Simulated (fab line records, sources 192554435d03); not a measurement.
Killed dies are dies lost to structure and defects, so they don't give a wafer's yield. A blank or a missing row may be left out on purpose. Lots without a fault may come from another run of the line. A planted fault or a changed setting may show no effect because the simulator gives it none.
A struck lot beside a sound one | flow n5_finfet | 37 steps out of a route of 1938
Sound: wafers L550.1, L550.2, L550.5. Struck: wafers L557.3, L557.4, L557.5. The cause comes at the end.
At each step with rows: each side's tool, then ch and its chambers, then its first start. Under that, the readings that differ: sound wafers | struck wafers | difference of the means | sigmas: that difference in standard deviations of wafers without a fault.
alike: readings whose means differ by less than 2 such deviations, and words and numbers that are the same on both sides. not compared: withheld readings, readings that some wafer has no value for, bounds like >300 that may hide the same value, and numbers for which the record gives no deviation and whose values overlap.
The two part at a step that has a row with sigmas, a row that says differs or no value, or rows on one side only. Numbers that don't overlap but have no deviation are shown without sigmas and don't part them. A reading that every wafer of one side lacks parts them only if that side has two wafers or more.

first, 12 steps without rows for these wafers: N5_GATE_CUT_STRIP_39 (strips in N2/H2); N5_GATE_CUT_HM_OPEN_40 (chemistry C4F6/O2, target SiO2, target depth 139 nm, time 85.1 s); N5_GATE_CUT_STRIP_41 (strips in CF4); N5_GATE_CUT_STRIP_42 (strips in O2); N5_GATE_CUT_ETCH_19 (etches SiNx in CH3F/O2, target depth 53.7 nm, time 76.7 s); N5_GATE_CUT_CUT_ETCH_53 (etches W in SF6/Cl2, target depth 79.2 nm); N5_GATE_CUT_CUT_ETCH_54 (etches TiN in Cl2/BCl3, target depth 96.7 nm); N5_GATE_CUT_CUT_ETCH_55 (etches HfO2 in BCl3, target depth 3.2 nm); N5_GATE_CUT_ETCH_47 (etches SiO2 in Cl2/BCl3, target depth 10 nm); N5_GATE_CUT_VAPOR_ETCH_48 (etches TiN in BCl3/Cl2); N5_GATE_CUT_VAPOR_ETCH_49 (etches TiAlC in BCl3/Cl2); N5_GATE_CUT_VAPOR_ETCH_51 (etches HfO2 in BCl3/Cl2).
N5_GATE_CUT_STRIP_21: strips in N2/H2, time 30 s.
  sound on plasma_asher-01 ch 0,1, day 7 02:51; struck on plasma_asher-02 ch 0,1, day 8 17:08
  alike: drypump_motor_current_A, heater_power_w
  not compared: rf_hours_counter_h
then, 23 steps without rows for these wafers: N5_GATE_CUT_STRIP_29 (strips in post etch residue remover, time 60 s); N5_GATE_CUT_SRD_52 (time 30 s); N5_GATE_CUT_ALD_22 (deposits SiNx, target thk 16 nm, pulse time 1 s, ald cycles 320); N5_GATE_CUT_CMP_23 (polishes, stops on SiO2, t overpolish 23.4 s, target thk 16 nm); N5_GATE_CUT_CMP_43 (polishes SiO2); N5_GATE_CUT_CMP_61 (polishes, stops on SiNx, t overpolish 3 s); N5_MOL_CONTACT_COAG_COAT_103 (time 60 s, resist thk 80 nm); N5_MOL_CONTACT_COAG_COAT_104 (time 60 s, resist thk 12 nm); N5_MOL_CONTACT_COAG_COAT_58 (time 60 s, resist thk 10 nm); N5_MOL_CONTACT_COAG_COAT_02 (resist thk 30 nm); N5_MOL_CONTACT_COAG_EBR_04; N5_MOL_CONTACT_COAG_SOFTBAKE_03 (time 60 s); N5_MOL_CONTACT_COAG_EXPOSE_05 (exposes mask CA, defocus 0 nm); N5_MOL_CONTACT_COAG_PEB_06 (peb time 60 s); N5_MOL_CONTACT_COAG_DEVELOP_07 (develop time 30 s); N5_MOL_CONTACT_COAG_DESCUM_13 (chemistry O2, time 7 s); N5_MOL_CONTACT_COAG_ETCH_59 (etches underlayer in N2/H2, target depth 13 nm, time 10.4 s); N5_MOL_CONTACT_COAG_ETCH_105 (etches SiARC in CF4, target depth 15.6 nm, time 26 s); N5_MOL_CONTACT_COAG_ETCH_106 (etches SOC in N2/H2, target depth 80 nm, overetch 16 nm, time 120 s); N5_MOL_CONTACT_COAG_STRIP_107 (strips in N2/H2); N5_MOL_CONTACT_COAG_STRIP_108 (strips in N2/H2); N5_MOL_CONTACT_COAG_CONTACT_ETCH_14 (etches SiO2 in C4F6/O2, target depth 27.5 nm, overetch 8.5 nm, time 20 s); N5_MOL_CONTACT_COAG_STRIP_109 (strips in C4F6/O2).
-- the record jumps here: 8 days lie between the struck wafers' starts before and after (it left off in module MOL_CONTACT_COAG and takes up again in module PASSIVATION, whose first step shown is number 1936 of the route) --
N5_PASSIVATION_PROBE_49:
  sound on prober-02, day 15 09:08; struck on prober-01, day 16 16:35
  reading                  | sound     | struck         | difference | sigmas
  defect_limited_yield (%) | 90.9 91.8 | 83.4 88.4 85.3 | -5.6       | -3
  killed_at_front_end      | 32 18     | 127 81 101     | +78        | +6
  killed_dies              | 107 97    | 196 137 173    | +67        | +3
  killed_on_rim            | 12 17     | 26 22 32       | +12        | +3
  sort_bin_5_function (%)  | 5.8 4.8   | 10.6 7.5 9.5   | +3.9       | +4
  sort_n_pass              | 1073 1083 | 984 1043 1007  | -67        | -3
  sort_yield_pct (%)       | 90.9 91.8 | 83.4 88.4 85.3 | -5.6       | -3
  alike: killed_at_M0_to_M3, killed_at_M4_up, killed_at_contacts, killed_at_other, killed_open, killed_short, sort_bin_6_memory

WHERE THEY PART
Only at N5_PASSIVATION_PROBE_49, within this record.

WHY: what the simulator had put in
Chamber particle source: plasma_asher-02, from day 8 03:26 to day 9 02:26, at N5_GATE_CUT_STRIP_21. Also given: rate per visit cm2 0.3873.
